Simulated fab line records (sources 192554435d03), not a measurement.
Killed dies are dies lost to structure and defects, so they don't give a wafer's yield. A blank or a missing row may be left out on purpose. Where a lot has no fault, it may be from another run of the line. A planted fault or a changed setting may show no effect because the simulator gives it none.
Matching of chambers / flow n5Finfet / N5_PMOS_HMC_CHANNEL_EPI_ETCH_38 on rieSi-05: 4 sister chambers
The step etches SiO2 in CF4, target depth 1.5 nm. 4 wafers are shown with their chamber, then 9 later ones without.

== WAFERS PAIRED WITH THEIR CHAMBERS ==
wafer=L091.6; chamber=2; throttleValvePct (%)=22.12
wafer=L093.2; chamber=1; throttleValvePct (%)=21.69
wafer=L093.4; chamber=3; throttleValvePct (%)=21.79
wafer=L093.5; chamber=0; throttleValvePct (%)=21.54

== WAFERS WITHOUT THEIR CHAMBER ==
wafer=L094.1; throttleValvePct (%)=21.67
wafer=L094.2; throttleValvePct (%)=21.51
wafer=L094.4; throttleValvePct (%)=21.76
wafer=L095.1; throttleValvePct (%)=21.68
wafer=L095.4; throttleValvePct (%)=22.13
wafer=L095.5; throttleValvePct (%)=21.78
wafer=L097.1; throttleValvePct (%)=21.67
wafer=L097.2; throttleValvePct (%)=21.79
wafer=L097.6; throttleValvePct (%)=22.12

== WHICH CHAMBER EACH ONE RAN IN ==
wafer=L094.1; from the rows above=1; in truth=1
wafer=L094.2; from the rows above=0; in truth=0
wafer=L094.4; from the rows above=3; in truth=3
wafer=L095.1; from the rows above=1; in truth=1
wafer=L095.4; from the rows above=2; in truth=2
wafer=L095.5; from the rows above=3; in truth=3
wafer=L097.1; from the rows above=1; in truth=1
wafer=L097.2; from the rows above=3; in truth=3
wafer=L097.6; from the rows above=2; in truth=2
Placed correctly: 9 of 9. Left unplaced by these rows: 0. 0 placed wrongly.
How it was worked out, from the rows above alone: a wafer's distance from a chamber is the root of the sum, over the readings, of the square of ((its reading less the chamber's mean) divided by the reading's scatter). If the next closest chamber is less than 2 further off than the closest, the wafer can't be placed; otherwise it belongs to the closest. Each chamber's mean is taken over the wafers shown for it. The scatter (one wafer shown for each chamber): square how far every hidden wafer sits from the nearest shown wafer, average those squares and take the square root.
